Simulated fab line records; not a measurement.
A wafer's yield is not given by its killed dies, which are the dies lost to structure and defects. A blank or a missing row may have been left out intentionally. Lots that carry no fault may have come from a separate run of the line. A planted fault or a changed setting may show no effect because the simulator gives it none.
fab line records -- flow n5-finfet
record lots=9, wafers=27, last-day=17
route steps=1938 shown BEOL_M0_CUTY@713 TV_OPEN@1890 PASSIVATION@1928
lots that met no fault: taken from a fault-free run of the same line
start-h: hours from the record's opening day to when the first of the lot's shown wafers began -- wait-h: time in hours since the lot's previous step -- " unchanged from the row above -- L1.1+2: a row that stands for several wafers -- - no value present, or no start provided -- * or withheld: withheld -- < > ~ a bound
route shown NAME@n: a module of which the file shows steps, and the number in the route of the first -- usual: average and standard deviation across the fault-free wafers -- same: alike in all rows -- chamber/n: place in a boat -- sites: the reading at each site -- _std_site: the standard deviation of these -- _edge_site: outer sites' mean less inner sites' -- radius-mm: how far each site lies from the wafer's centre -- mask NAME#n: copy n -- behind: the tool/chamber that last shaped the wafer -- hold: what put the lot on hold/how long, in hours/how the hold closed -- device: names the non-switching transistor (n, p or np) -- end of line: the same wafers' tests at the end of the route -- a step with no rows: only its recipe -- killed: at the first sort, the dies lost to defects and structure; wafer yield is something else -- map: the dies of a wafer, with x for killed, . for not killed, _ for no die there
set.NAME: setting as actually run; set.NAME@STEP: the setting as run at that earlier step -- model.NAME: the simulator's own value behind a step, which no gauge read
route steps across a sampled set of lots; one table per step, one row per wafer
services: the hour from which a tool's chamber was out of use, counted from the record's first day as start-h (under 0 if before that day), plus the number of hours and why
## steps
# step N5_BEOL_M0_CUTY_ETCH_63
# recipe chemistry=N2/H2, target=SOC, target-depth-a=827, overetch-a=165, mask-material=SiARC, temp-c=40, ion-energy-ev=200, time-s=124, pressure-mtorr=30, source-w=840, bias-w=150, n2-flow-sccm=200, h2-flow-sccm=200
# usual chamber-pressure-mTorr=30.000/0.024, drypump-motor-current-A=5.7/0.46, oes-product-au=0.64/0.065, rf-vpp-V=524.9/2.8, showerhead-plenum-p-Torr=2.59/0.1, throttle-valve-pct=17.9/0.31
lot.wafer,tool,chamber,start-h,wait-h,chamber-pressure-mTorr,drypump-motor-current-A,oes-product-au,rf-hours-counter-h,rf-vpp-V,showerhead-plenum-p-Torr,throttle-valve-pct
L609.3,rie-diel-04,3,127.99,0.0,30.031,5.1,0.59,186,520.2,2.45,18.0
L609.4,rie-diel-04,1,127.99,0.0,29.985,5.8,0.77,16,520.6,2.48,17.7
L609.6,rie-diel-04,2,127.99,0.0,29.979,5.1,0.68,-,527.5,2.67,17.5
L610.1,rie-diel-03,0,129.27,0.0,30.024,6.3,0.60,162,525.2,2.66,18.2
L610.2,rie-diel-03,2,129.27,0.0,29.992,6.0,0.65,127,521.8,2.44,17.6
L610.4,rie-diel-03,3,129.27,0.0,29.977,5.6,0.58,184,525.8,2.62,18.1
L611.1,rie-diel-04,2,134.54,0.0,30.031,5.1,0.68,49,527.5,2.67,17.5
L611.2,rie-diel-04,3,134.54,0.0,29.984,5.0,0.58,188,519.8,2.45,18.0
L611.5,rie-diel-04,1,134.54,0.0,30.038,5.8,0.76,-,523.3,2.48,17.7
L615.2,rie-diel-04,1,155.19,0.0,29.999,5.8,0.74,25,523.2,2.48,17.7
L615.3,rie-diel-04,0,155.19,0.0,30.019,5.6,0.71,32,527.4,2.72,17.9
L615.6,rie-diel-04,0,155.19,0.0,29.985,5.6,0.72,-,527.0,2.71,17.9
L616.1,rie-diel-04,3,162.88,0.0,30.015,5.0,0.58,198,521.4,2.45,18.1
L616.2,rie-diel-04,0,162.88,0.0,30.025,5.5,0.71,35,528.8,2.71,17.9
L616.6,rie-diel-04,1,162.88,0.0,30.004,5.9,0.75,-,522.7,2.48,17.7
L627.1,rie-diel-03,2,227.81,0.0,29.971,6.0,0.62,174,519.9,2.42,17.7
L627.5,rie-diel-03,3,227.81,0.0,30.040,5.6,0.55,-,525.5,2.60,18.2
L627.6,rie-diel-03,0,227.81,0.0,29.985,6.3,0.58,-,525.5,2.64,18.3
L628.2,rie-diel-03,2,241.81,0.0,30.012,6.0,0.61,182,521.3,2.41,17.7
L628.4,rie-diel-03,0,241.81,0.0,29.994,6.3,0.57,213,526.0,2.64,18.3
L628.6,rie-diel-03,3,241.81,0.0,30.015,5.6,0.55,-,525.3,2.60,18.2
L629.1,rie-diel-03,3,242.51,0.0,30.005,5.6,0.55,235,525.8,2.60,18.2
L629.3,rie-diel-03,1,242.51,0.0,30.039,5.2,0.69,82,527.3,2.66,17.4
L629.5,rie-diel-03,3,242.51,0.0,30.017,5.6,0.55,-,525.5,2.60,18.2
L630.2,rie-diel-01,2,254.56,0.0,30.000,5.1,0.73,46,526.3,2.71,18.0
L630.4,rie-diel-01,1,254.56,0.0,30.019,5.7,0.57,234,519.8,2.41,18.0
L630.6,rie-diel-01,3,254.56,0.0,30.005,5.7,0.59,-,526.2,2.66,18.2
# step N5_PASSIVATION_ETCH_15
# recipe chemistry=CF4/N2, target=SiCN, target-depth-a=750, taper-deg=2, time-s=81.2, ion-energy-ev=150, mask-material=SiNx, pressure-mtorr=40, source-w=430, bias-w=70, Ar_flow_sccm=100, cf4-flow-sccm=60, n2-flow-sccm=60
# usual chamber-pressure-mTorr=40.00/0.035, drypump-motor-current-A=5.5/0.42, mfc-ar-sccm=100.01/0.28, oes-product-au=0.79/0.073, rf-vpp-V=382.0/2, showerhead-plenum-p-Torr=2.20/0.08, throttle-valve-pct=15.35/0.15
lot.wafer,tool,chamber,start-h,wait-h,chamber-pressure-mTorr,drypump-motor-current-A,mfc-ar-sccm,oes-product-au,rf-hours-counter-h,rf-vpp-V,showerhead-plenum-p-Torr,throttle-valve-pct
L610.1,rie-diel-05,3,-,-,40.01,5.2,100.03,0.81,71,383.0,2.24,15.32
L610.2,rie-diel-05,0,-,-,40.10,6.0,100.74,0.80,94,382.2,2.22,15.34
L610.4,rie-diel-05,1,-,-,39.99,5.8,99.98,0.84,66,384.3,2.25,15.43
L609.3,rie-diel-06,1,-,-,39.97,4.7,100.27,0.96,3,380.8,2.17,15.11
L609.4,rie-diel-06,0,-,-,39.97,5.7,99.86,0.87,44,384.2,2.25,15.24
L609.6,rie-diel-06,3,-,-,39.99,5.9,100.11,0.78,-,377.8,2.04,15.22
L611.1,rie-diel-05,1,-,-,40.07,5.8,100.10,0.85,69,383.3,2.25,15.46
L611.2,rie-diel-05,3,-,-,40.00,5.2,99.63,0.79,75,383.4,2.24,15.32
L611.5,rie-diel-05,2,-,-,39.95,5.1,100.01,0.80,-,384.0,2.31,15.25
L615.2,rie-diel-06,0,-,-,39.98,5.7,99.99,0.87,52,382.8,2.25,15.26
L615.3,rie-diel-06,1,-,-,39.94,4.7,100.36,0.92,12,381.1,2.16,15.14
L615.6,rie-diel-06,0,-,-,40.06,5.7,99.99,0.86,-,382.5,2.25,15.23
L616.1,rie-diel-06,1,-,-,39.96,4.7,100.15,0.91,12,382.3,2.16,15.14
L616.2,rie-diel-06,3,-,-,40.02,5.9,100.21,0.77,174,377.9,2.03,15.23
L616.6,rie-diel-06,1,-,-,40.02,4.7,99.99,0.91,-,379.6,2.16,15.14
L627.1,rie-diel-02,3,-,-,40.04,5.5,99.49,0.69,210,383.7,2.27,15.56
L627.5,rie-diel-02,1,-,-,40.01,6.0,99.78,0.74,-,380.3,2.10,15.33
L627.6,rie-diel-02,3,-,-,39.99,5.5,99.83,0.70,-,384.0,2.27,15.56
L628.2,rie-diel-05,2,-,-,40.03,5.1,100.06,0.77,126,384.4,2.30,15.31
L628.4,rie-diel-05,1,-,-,39.99,5.8,100.06,0.80,98,382.0,2.24,15.50
L628.6,rie-diel-05,1,-,-,39.96,5.8,99.66,0.81,-,383.0,2.24,15.51
L629.1,rie-diel-02,2,-,-,39.96,5.9,100.10,0.93,8,382.6,2.15,15.06
L629.3,rie-diel-02,3,-,-,40.03,5.5,100.05,0.69,214,383.6,2.27,15.57
L629.5,rie-diel-02,2,-,-,40.01,5.9,99.96,0.94,-,382.2,2.15,15.07
L630.2,rie-diel-06,3,-,-,40.01,5.9,99.83,0.74,202,378.4,2.03,15.30
L630.4,rie-diel-06,1,-,-,40.03,4.7,100.13,0.86,39,379.3,2.16,15.19
L630.6,rie-diel-06,3,-,-,40.02,5.9,99.85,0.74,-,377.8,2.02,15.29
# step N5_PASSIVATION_DESCUM_46
# recipe chemistry=O2, time-s=7.9, source-power-w=50, bias-power-w=20, pressure-mtorr=20, rf-frequency-hz=2.712e+07, temp-c=40, o2-flow-sccm=225
# usual bias-power-w=20.00/0.06, chamber-pressure-mTorr=20.001/0.018, drypump-motor-current-A=5.7/0.47, oes-product-au=0.81/0.083, rf-vpp-V=243.9/1.5, showerhead-plenum-p-Torr=2.13/0.082, throttle-valve-pct=20.34/0.24
lot.wafer,tool,chamber,start-h,wait-h,bias-power-w,chamber-pressure-mTorr,drypump-motor-current-A,oes-product-au,rf-hours-counter-h,rf-vpp-V,showerhead-plenum-p-Torr,throttle-valve-pct
L610.1,rie-diel-03,2,268.99,0.0,20.04,20.014,6.0,0.74,192,242.3,1.98,20.41
L610.2,rie-diel-03,0,268.99,0.0,20.03,20.000,6.2,0.69,225,243.6,2.16,20.82
L610.4,rie-diel-03,3,268.99,0.0,19.95,20.019,5.6,0.66,245,243.0,2.11,20.71
L609.3,rie-diel-04,0,275.13,0.5,19.99,19.998,5.6,0.84,51,244.8,2.22,20.38
L609.4,rie-diel-04,2,275.13,0.5,20.10,19.999,5.1,0.81,74,244.7,2.17,19.98
L609.6,rie-diel-04,1,275.13,0.5,20.13,20.015,5.8,0.88,-,242.6,2.04,20.34
L611.1,rie-diel-01,2,281.87,0.0,20.02,20.001,5.0,0.88,56,246.1,2.21,20.46
L611.2,rie-diel-01,1,281.87,0.0,19.95,19.995,5.7,0.68,243,240.8,1.99,20.54
L611.5,rie-diel-01,3,281.87,0.0,20.09,19.987,5.7,0.70,-,244.0,2.12,20.30
L615.2,rie-diel-04,1,302.65,0.0,19.97,20.047,5.8,0.87,54,242.8,2.04,20.33
L615.3,rie-diel-04,3,302.65,0.0,20.13,20.011,5.1,0.71,223,239.6,1.98,20.52
L615.6,rie-diel-04,0,302.65,0.0,19.90,19.977,5.5,0.84,-,245.0,2.21,20.41
L616.1,rie-diel-04,0,303.94,0.0,20.03,19.975,5.5,0.83,62,243.9,2.21,20.40
L616.2,rie-diel-04,3,303.94,0.0,20.13,20.034,5.1,0.70,223,239.6,1.98,20.53
L616.6,rie-diel-04,0,303.94,0.0,20.00,19.980,5.5,0.84,-,244.5,2.21,20.40
L627.1,rie-diel-03,0,377.83,0.0,20.11,20.014,6.2,0.93,10,246.0,2.15,20.50
L627.5,rie-diel-03,2,377.83,0.0,19.99,19.997,6.0,0.71,-,242.6,1.97,20.47
L627.6,rie-diel-03,3,377.83,0.0,19.96,20.001,5.6,0.90,-,245.9,2.10,20.32
L628.2,rie-diel-01,1,388.94,0.1,19.95,20.000,5.8,0.88,28,246.1,2.24,20.10
L628.4,rie-diel-01,3,388.94,0.1,20.04,19.991,5.6,0.92,11,244.9,2.11,19.90
L628.6,rie-diel-01,2,388.94,0.1,19.95,19.991,5.0,0.82,-,244.4,2.19,20.52
L629.1,rie-diel-03,3,391.57,0.1,20.04,20.027,5.6,0.88,37,245.1,2.10,20.35
L629.3,rie-diel-03,0,391.57,0.1,19.98,20.010,6.3,0.91,15,244.1,2.14,20.51
L629.5,rie-diel-03,3,391.57,0.1,19.99,20.002,5.6,0.88,-,243.6,2.10,20.33
L630.2,rie-diel-04,0,402.12,0.1,20.01,20.015,5.5,0.80,96,245.1,2.20,20.45
L630.4,rie-diel-04,1,402.12,0.1,20.10,19.988,5.8,0.82,-,240.9,2.02,20.40
L630.6,rie-diel-04,2,402.12,0.1,19.92,20.030,5.1,0.76,-,245.5,2.15,20.05
# step N5_PASSIVATION_STRIP_48
# recipe chemistry=O2, power-w=600, temp-c=60, pressure-mtorr=30, rf-frequency-hz=6e+07, bias-power-w=0, overash-fraction=0.5, o2-flow-sccm=225
# usual chamber-pressure-mTorr=30.01/0.12, drypump-motor-current-A=5.7/0.48, oes-product-au=0.81/0.084, rf-vpp-V=3.5/2.4, showerhead-plenum-p-Torr=2.14/0.082, throttle-valve-pct=16.59/0.23
# same bias-power-w=0
lot.wafer,tool,chamber,start-h,wait-h,chamber-pressure-mTorr,drypump-motor-current-A,oes-product-au,rf-hours-counter-h,rf-vpp-V,showerhead-plenum-p-Torr,throttle-valve-pct
L610.1,rie-diel-03,2,269.55,0.1,30.23,6.0,0.74,193,3.0,1.98,16.64
L610.2,rie-diel-03,0,269.55,0.1,29.87,6.3,0.70,225,6.0,2.16,17.06
L610.4,rie-diel-03,3,269.55,0.1,30.09,5.6,0.66,246,1.2,2.12,16.91
L609.3,rie-diel-04,0,275.68,0.1,29.96,5.5,0.87,51,0.4,2.22,16.60
L609.4,rie-diel-04,2,275.68,0.1,30.23,5.1,0.78,74,0.3,2.17,16.33
L609.6,rie-diel-04,1,275.68,0.1,30.06,5.9,0.87,-,1.0,2.04,16.53
L611.1,rie-diel-01,2,282.42,0.1,29.82,5.0,0.86,56,1.5,2.21,16.68
L611.2,rie-diel-01,1,282.42,0.1,30.05,5.7,0.69,243,1.9,1.99,16.79
L611.5,rie-diel-01,3,282.42,0.1,29.97,5.7,0.70,-,2.9,2.12,16.66
L615.2,rie-diel-04,1,303.21,0.1,29.95,5.9,0.86,54,1.5,2.04,16.63
L615.3,rie-diel-04,3,303.21,0.1,29.94,5.0,0.69,223,3.7,1.99,16.81
L615.6,rie-diel-04,0,303.21,0.1,29.94,5.6,0.84,-,5.5,2.22,16.71
L616.1,rie-diel-04,0,304.49,0.1,30.01,5.6,0.85,62,4.9,2.22,16.68
L616.2,rie-diel-04,3,304.49,0.1,29.99,5.1,0.71,224,1.2,1.98,16.75
L616.6,rie-diel-04,0,304.49,0.1,29.85,5.5,0.83,-,4.0,2.22,16.63
L627.1,rie-diel-03,0,378.38,0.1,29.91,6.3,0.93,10,3.6,2.15,16.68
L627.5,rie-diel-03,2,378.38,0.1,30.06,6.0,0.71,-,1.9,1.97,16.74
L627.6,rie-diel-03,3,378.38,0.1,30.05,5.6,0.92,-,6.6,2.10,16.65
L628.2,rie-diel-01,1,389.50,0.1,29.91,5.8,0.90,28,5.2,2.24,16.39
L628.4,rie-diel-01,3,389.50,0.1,30.03,5.7,0.91,12,2.5,2.11,16.17
L628.6,rie-diel-01,2,389.50,0.1,29.94,5.1,0.82,-,6.4,2.19,16.78
L629.1,rie-diel-03,3,392.12,0.1,29.94,5.6,0.89,37,7.2,2.10,16.56
L629.3,rie-diel-03,0,392.12,0.1,30.04,6.3,0.91,15,5.4,2.15,16.63
L629.5,rie-diel-03,3,392.12,0.1,30.11,5.6,0.85,-,3.1,2.10,16.52
L630.2,rie-diel-04,0,402.67,0.1,30.15,5.5,0.82,96,4.3,2.20,16.75
L630.4,rie-diel-04,1,402.67,0.1,30.22,5.8,0.83,-,4.1,2.03,16.65
L630.6,rie-diel-04,2,402.67,0.1,29.72,5.1,0.77,-,2.3,2.16,16.32
# step N5_PASSIVATION_PROBE_49
# usual defect-limited-yield=91.4/1.6, killed_at_M0_to_M3=31/11, killed_at_M4_up=14/5.7, killed-at-contacts=12/6, killed-at-front-end=41/13, killed-at-other=3.3/2.8, killed-dies=101/19, killed-on-rim=13/3.9, killed-open=67/14, killed-short=33/8.2, sort_bin_4_leakage=0.0/0.37, sort_bin_5_function=5.0/1.1, sort_bin_6_memory=3.3/0.74, sort-n-pass=1078/20, sort-yield-pct=91.3/1.7
# same gross-dies=1180, killed-at-back-side=0, sort_bin_8_speed[%]=0
lot.wafer,tool,chamber,start-h,wait-h,defect-limited-yield[%],killed_at_M0_to_M3,killed_at_M4_up,killed-at-contacts,killed-at-front-end,killed-at-other,killed-dies,killed-on-rim,killed-open,killed-short,sort_bin_4_leakage[%],sort_bin_5_function[%],sort_bin_6_memory[%],sort-n-pass,sort-yield-pct[%]
L615.2,prober-01,-,305.75,0.1,85.8,65,20,12,66,4,167,28,89,36,0,8.7,4.4,1013,85.8
L615.3,prober-01,-,305.80,0.1,84.3,93,8,14,70,0,185,27,87,32,0,9.6,5.1,995,84.3
L615.6,prober-01,-,305.95,0.3,86.0,97,18,14,32,4,165,28,63,37,0,9.1,4.0,1015,86.0
L616.1,prober-01,-,307.68,0.0,83.2,137,13,23,25,0,198,17,75,29,0,9.6,5.8,982,83.2
L616.2,prober-01,-,307.73,0.1,81.9,125,16,24,43,6,214,34,95,41,0,12.6,3.9,966,81.9
L616.6,prober-01,-,307.93,0.3,88.2,75,4,21,37,2,139,29,61,35,0,8.4,2.7,1041,88.2
# killed by level:class
L615.2 BEOL_M0_CUTY:unspecified=41 STI_FIN_REVEAL:geometric-particle:open=20 FIN_SAQP:geometric-particle:open=18 BEOL_M4:geometric-particle:open=14 FIN_SAQP:geometric-particle:short=11 MOL_CONTACT_COAG:geometric-particle:open=10 BEOL_M0_SAQP:geometric-particle:open=7 BEOL_M0_SAQP:geometric-particle:short=6
L615.3 BEOL_M0_CUTY:unspecified=64 FIN_SAQP:geometric-particle:open=25 FIN_SAQP:geometric-particle:short=17 MOL_CONTACT_COAG:geometric-particle:open=13 STI_FIN_REVEAL:geometric-particle:open=10 BEOL_M0_SAQP:geometric-particle:open=9 BEOL_M0_SAQP:geometric-particle:short=8 DUMMY_GATE:geometric-particle:open=6
L615.6 BEOL_M0_CUTY:unspecified=64 FIN_SAQP:geometric-particle:open=10 FIN_SAQP:geometric-particle:short=10 MOL_CONTACT_COAG:geometric-particle:open=10 BEOL_M0_SAQP:geometric-particle:open=9 BEOL_M0_SAQP:geometric-particle:short=8 BEOL_M3:geometric-particle:open=6 BEOL_M4:geometric-particle:open=6
L616.1 BEOL_M0_CUTY:unspecified=94 MOL_CONTACT_COAG:geometric-particle:open=20 BEOL_M0_SAQP:geometric-particle:open=13 BEOL_M0_SAQP:geometric-particle:short=9 FIN_SAQP:geometric-particle:open=5 STI_FIN_REVEAL:geometric-particle:open=5 BEOL_M0:geometric-particle:open=4 STARTING-WAFER:geometric-particle:open=4
L616.2 BEOL_M0_CUTY:unspecified=72 MOL_CONTACT_COAG:geometric-particle:open=20 BEOL_M2:geometric-particle:open=14 STI_FIN_REVEAL:geometric-particle:open=10 BEOL_M0:geometric-particle:open=9 BEOL_M0_SAQP:geometric-particle:open=7 BEOL_M1:geometric-particle:open=7 BEOL_M0_SAQP:geometric-particle:short=6
L616.6 BEOL_M0_CUTY:unspecified=40 MOL_CONTACT_COAG:geometric-particle:open=17 FIN_SAQP:geometric-particle:short=8 BEOL_M2:geometric-particle:open=8 STI_FIN_REVEAL:geometric-particle:open=7 BEOL_M0_SAQP:geometric-particle:short=7 DUMMY_GATE:geometric-particle:open=6 ILD0:geometric-particle:short=5
## services
tool,chamber,start-h,hours,kind
rie-diel-01,1,119.12,7.1,repair
rie-diel-02,3,135.96,8.7,repair
rie-diel-03,0,159.33,1.3,repair
rie-diel-04,-,180.48,69.8,repair
rie-diel-03,1,185.26,8.8,repair
rie-diel-03,3,194.43,6.1,repair
rie-diel-05,2,208.68,3.8,repair
rie-diel-05,0,221.63,2.8,repair
rie-diel-06,3,272.94,8.2,repair
rie-diel-05,2,292.50,6.9,repair
rie-diel-01,2,299.64,2.8,repair
rie-diel-06,3,335.24,4.3,repair
rie-diel-06,1,347.84,8.6,repair
rie-diel-06,-,358.55,0.9,repair
rie-diel-05,1,359.64,5.6,repair
rie-diel-05,-,365.21,1.2,repair
rie-diel-04,3,366.32,7.2,repair
rie-diel-01,3,380.66,7.1,repair
rie-diel-04,3,392.35,-,clean
rie-diel-04,3,392.35,-,consumable-replace:focus-ring
rie-diel-04,3,392.35,-,consumable-replace:showerhead
rie-diel-04,3,392.35,18.4,scheduled-down
rie-diel-06,-,399.62,14.6,pm
rie-diel-05,1,400.40,3.8,repair
## key
first-sign step=N5_PASSIVATION_PROBE_49, reading=killed_at_M0_to_M3, direction=up, sigmas=6.4, usual=31, struck=99
effect step=N5_PASSIVATION_PROBE_49, reading=defect-limited-yield, direction=down, sigmas=4, usual=91.4, struck=84.9, wafers-moved=5
more-kills-born-at N5_BEOL_M0_CUTY_ETCH_63@rie-diel-04=375
met-at N5_BEOL_M0_CUTY_ETCH_63
struck-lots L615,L616
not-acting-at N5_PASSIVATION_ETCH_15,N5_PASSIVATION_DESCUM_46,N5_PASSIVATION_STRIP_48
onset-between 134.54 155.19
fault kind=chamber-particle-source, tool=rie-diel-04, chamber=-, onset-h=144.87, steps=N5_BEOL_M0_CUTY_ETCH_63, rate-per-visit-cm2=0.38441, end-h=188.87
